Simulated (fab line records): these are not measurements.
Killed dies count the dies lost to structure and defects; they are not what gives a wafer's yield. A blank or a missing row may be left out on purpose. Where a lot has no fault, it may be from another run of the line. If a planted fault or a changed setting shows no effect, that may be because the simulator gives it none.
Split-lot study / flow n5-finfet / 39 wafers read from 7 lots, route of 1938 steps

## THE SPLIT
At N5_HKMG_FIN_CVD_62 (deposits a-Si from Si2H6, target thk 3 nm, time 20.8 s), the setting temp-c was moved away from the recipe's 500 C on 18 of the 39 wafers read, by -4.3% to +4.4%. For the rest of the wafers, this setting stayed at what the recipe calls for.

The split's own step is where the reading is taken.

## THE READING
a-Si_of_HKMG_FIN_CVD_62.thk-nm (the simulator's own value, which no gauge read), in nm, at N5_HKMG_FIN_CVD_62 (deposits a-Si from Si2H6, target thk 3 nm, time 20.8 s). No usual value for it is given in the file. Across the 21 wafers here that went through the recipe, the average is 3.1 nm and the standard deviation 0.18 nm.

wafer=L075.1; tool, chamber at the split=thermal-cvd-si-02, 1; temp-c as run, C=493; against the recipe=-1.4%; a-Si_of_HKMG_FIN_CVD_62.thk-nm, nm=2.8; against lot-mates on the recipe=-0.4
wafer=L075.2; tool, chamber at the split=thermal-cvd-si-02, 0,2,1; temp-c as run, C=500; against the recipe=recipe; a-Si_of_HKMG_FIN_CVD_62.thk-nm, nm=3.2; against lot-mates on the recipe=-
wafer=L075.3; tool, chamber at the split=thermal-cvd-si-02, 0,2,1; temp-c as run, C=500; against the recipe=recipe; a-Si_of_HKMG_FIN_CVD_62.thk-nm, nm=3.2; against lot-mates on the recipe=-
wafer=L075.6; tool, chamber at the split=thermal-cvd-si-02, 0,2,1; temp-c as run, C=500; against the recipe=recipe; a-Si_of_HKMG_FIN_CVD_62.thk-nm, nm=3.2; against lot-mates on the recipe=-
wafer=L075.4; tool, chamber at the split=thermal-cvd-si-02, 2; temp-c as run, C=493; against the recipe=-1.4%; a-Si_of_HKMG_FIN_CVD_62.thk-nm, nm=2.6; against lot-mates on the recipe=-0.6
wafer=L075.5; tool, chamber at the split=thermal-cvd-si-02, 0; temp-c as run, C=493; against the recipe=-1.4%; a-Si_of_HKMG_FIN_CVD_62.thk-nm, nm=2.4; against lot-mates on the recipe=-0.8
wafer=L079.1; tool, chamber at the split=thermal-cvd-si-01, 2; temp-c as run, C=522; against the recipe=+4.4%; a-Si_of_HKMG_FIN_CVD_62.thk-nm, nm=5.6; against lot-mates on the recipe=+2.5
wafer=L079.5; tool, chamber at the split=thermal-cvd-si-01, 2; temp-c as run, C=522; against the recipe=+4.4%; a-Si_of_HKMG_FIN_CVD_62.thk-nm, nm=5.6; against lot-mates on the recipe=+2.5
wafer=L079.2; tool, chamber at the split=thermal-cvd-si-01, 0; temp-c as run, C=522; against the recipe=+4.4%; a-Si_of_HKMG_FIN_CVD_62.thk-nm, nm=5.8; against lot-mates on the recipe=+2.7
wafer=L079.3; tool, chamber at the split=thermal-cvd-si-01, 2; temp-c as run, C=500; against the recipe=recipe; a-Si_of_HKMG_FIN_CVD_62.thk-nm, nm=3; against lot-mates on the recipe=-
wafer=L079.4; tool, chamber at the split=thermal-cvd-si-01, 0; temp-c as run, C=500; against the recipe=recipe; a-Si_of_HKMG_FIN_CVD_62.thk-nm, nm=3.2; against lot-mates on the recipe=-
wafer=L079.6; tool, chamber at the split=thermal-cvd-si-01, 0; temp-c as run, C=500; against the recipe=recipe; a-Si_of_HKMG_FIN_CVD_62.thk-nm, nm=3.2; against lot-mates on the recipe=-
wafer=L080.4; tool, chamber at the split=thermal-cvd-si-02, 0; temp-c as run, C=500; against the recipe=recipe; a-Si_of_HKMG_FIN_CVD_62.thk-nm, nm=2.8; against lot-mates on the recipe=-
wafer=L080.5; tool, chamber at the split=thermal-cvd-si-02, 1,2; temp-c as run, C=500; against the recipe=recipe; a-Si_of_HKMG_FIN_CVD_62.thk-nm, nm=3.2; against lot-mates on the recipe=-
wafer=L080.6; tool, chamber at the split=thermal-cvd-si-02, 1,2; temp-c as run, C=500; against the recipe=recipe; a-Si_of_HKMG_FIN_CVD_62.thk-nm, nm=3.2; against lot-mates on the recipe=-
wafer=L081.1; tool, chamber at the split=thermal-cvd-si-01, 0; temp-c as run, C=500; against the recipe=recipe; a-Si_of_HKMG_FIN_CVD_62.thk-nm, nm=3.2; against lot-mates on the recipe=-
wafer=L081.2; tool, chamber at the split=thermal-cvd-si-01, 2,1; temp-c as run, C=508.2; against the recipe=+1.6%; a-Si_of_HKMG_FIN_CVD_62.thk-nm, nm=3.8; against lot-mates on the recipe=+0.7
wafer=L081.3; tool, chamber at the split=thermal-cvd-si-01, 2,1; temp-c as run, C=508.2; against the recipe=+1.6%; a-Si_of_HKMG_FIN_CVD_62.thk-nm, nm=3.8; against lot-mates on the recipe=+0.7
wafer=L081.4; tool, chamber at the split=thermal-cvd-si-01, 2,1; temp-c as run, C=500; against the recipe=recipe; a-Si_of_HKMG_FIN_CVD_62.thk-nm, nm=3; against lot-mates on the recipe=-
wafer=L081.5; tool, chamber at the split=thermal-cvd-si-01, 2,1; temp-c as run, C=500; against the recipe=recipe; a-Si_of_HKMG_FIN_CVD_62.thk-nm, nm=3; against lot-mates on the recipe=-
wafer=L081.6; tool, chamber at the split=thermal-cvd-si-01, 0; temp-c as run, C=508.2; against the recipe=+1.6%; a-Si_of_HKMG_FIN_CVD_62.thk-nm, nm=4; against lot-mates on the recipe=+0.9
wafer=L088.1; tool, chamber at the split=thermal-cvd-si-02, 2,0; temp-c as run, C=478.5; against the recipe=-4.3%; a-Si_of_HKMG_FIN_CVD_62.thk-nm, nm=1.6; against lot-mates on the recipe=-1.5
wafer=L088.6; tool, chamber at the split=thermal-cvd-si-02, 2,0; temp-c as run, C=478.5; against the recipe=-4.3%; a-Si_of_HKMG_FIN_CVD_62.thk-nm, nm=1.6; against lot-mates on the recipe=-1.5
wafer=L088.2; tool, chamber at the split=thermal-cvd-si-02, 1; temp-c as run, C=500; against the recipe=recipe; a-Si_of_HKMG_FIN_CVD_62.thk-nm, nm=3.2; against lot-mates on the recipe=-
wafer=L088.3; tool, chamber at the split=thermal-cvd-si-02, 0; temp-c as run, C=500; against the recipe=recipe; a-Si_of_HKMG_FIN_CVD_62.thk-nm, nm=2.8; against lot-mates on the recipe=-
wafer=L088.4; tool, chamber at the split=thermal-cvd-si-02, 1; temp-c as run, C=500; against the recipe=recipe; a-Si_of_HKMG_FIN_CVD_62.thk-nm, nm=3.4; against lot-mates on the recipe=-
wafer=L088.5; tool, chamber at the split=thermal-cvd-si-02, 2; temp-c as run, C=478.5; against the recipe=-4.3%; a-Si_of_HKMG_FIN_CVD_62.thk-nm, nm=1.8; against lot-mates on the recipe=-1.3
wafer=L094.1; tool, chamber at the split=thermal-cvd-si-01, 0,1,0; temp-c as run, C=478.9; against the recipe=-4.2%; a-Si_of_HKMG_FIN_CVD_62.thk-nm, nm=1.6; against lot-mates on the recipe=-1.3
wafer=L094.3; tool, chamber at the split=thermal-cvd-si-01, 0,1,0; temp-c as run, C=478.9; against the recipe=-4.2%; a-Si_of_HKMG_FIN_CVD_62.thk-nm, nm=1.6; against lot-mates on the recipe=-1.3
wafer=L094.4; tool, chamber at the split=thermal-cvd-si-01, 0,1,0; temp-c as run, C=478.9; against the recipe=-4.2%; a-Si_of_HKMG_FIN_CVD_62.thk-nm, nm=1.6; against lot-mates on the recipe=-1.3
wafer=L094.2; tool, chamber at the split=thermal-cvd-si-01, 2; temp-c as run, C=500; against the recipe=recipe; a-Si_of_HKMG_FIN_CVD_62.thk-nm, nm=3; against lot-mates on the recipe=-
wafer=L094.5; tool, chamber at the split=thermal-cvd-si-01, 2,1; temp-c as run, C=500; against the recipe=recipe; a-Si_of_HKMG_FIN_CVD_62.thk-nm, nm=2.8; against lot-mates on the recipe=-
wafer=L094.6; tool, chamber at the split=thermal-cvd-si-01, 2,1; temp-c as run, C=500; against the recipe=recipe; a-Si_of_HKMG_FIN_CVD_62.thk-nm, nm=2.8; against lot-mates on the recipe=-
wafer=L097.1; tool, chamber at the split=thermal-cvd-si-01, 0; temp-c as run, C=500; against the recipe=recipe; a-Si_of_HKMG_FIN_CVD_62.thk-nm, nm=3; against lot-mates on the recipe=-
wafer=L097.2; tool, chamber at the split=thermal-cvd-si-01, 2; temp-c as run, C=491.6; against the recipe=-1.7%; a-Si_of_HKMG_FIN_CVD_62.thk-nm, nm=2.4; against lot-mates on the recipe=-0.6
wafer=L097.3; tool, chamber at the split=thermal-cvd-si-01, 1,2; temp-c as run, C=491.6; against the recipe=-1.7%; a-Si_of_HKMG_FIN_CVD_62.thk-nm, nm=2.2; against lot-mates on the recipe=-0.8
wafer=L097.5; tool, chamber at the split=thermal-cvd-si-01, 1,2; temp-c as run, C=491.6; against the recipe=-1.7%; a-Si_of_HKMG_FIN_CVD_62.thk-nm, nm=2.2; against lot-mates on the recipe=-0.8
wafer=L097.4; tool, chamber at the split=thermal-cvd-si-01, 0; temp-c as run, C=500; against the recipe=recipe; a-Si_of_HKMG_FIN_CVD_62.thk-nm, nm=3.2; against lot-mates on the recipe=-
wafer=L097.6; tool, chamber at the split=thermal-cvd-si-01, 1; temp-c as run, C=500; against the recipe=recipe; a-Si_of_HKMG_FIN_CVD_62.thk-nm, nm=2.8; against lot-mates on the recipe=-
Where a row lists several chambers, the file gives one row for several wafers and doesn't say which wafer went through which chamber.

THE FIT
A straight line over all 39 wafers: a-Si_of_HKMG_FIN_CVD_62.thk-nm changes by +0.439 nm for each +1% of temp-c; r = +0.96; the points scatter about the line by 0.27 nm.
The same after taking each lot's own level away (the mean of its wafers on the recipe; 39 wafers): +0.426 nm for each +1%; r = +0.96; scatter 0.27 nm.
That fit puts the effect of the largest move of temp-c on the reading at 1.9 nm.
The lots' own levels span 2.87 to 3.20 nm, that is 1.9 times the standard deviation above.
The two slopes agree, so the slope changes little with the lot-to-lot level.
Check: for one of the wafers moved furthest among these (+4.4%), held out of the fit, the line's prediction against its lot-mates is +1.91 nm. It came out at +2.47 nm against them.

## THE OTHER SPLITS THESE WAFERS WENT THROUGH
Other splits were also applied to these wafers ahead of the reading. Each is held against what the fit with the lots' levels taken away leaves over:
other split on the same wafers=N5_DUMMY_GATE_ETCH_37 source-w; wafers away from the commonest value=12; r with a-Si_of_HKMG_FIN_CVD_62.thk-nm (lot level and that fit taken away)=-0.25

## FILE'S OWN FIT
a-Si_of_HKMG_FIN_CVD_62.thk-nm changes by +0.415 nm for each +1% of temp-c, r = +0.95.
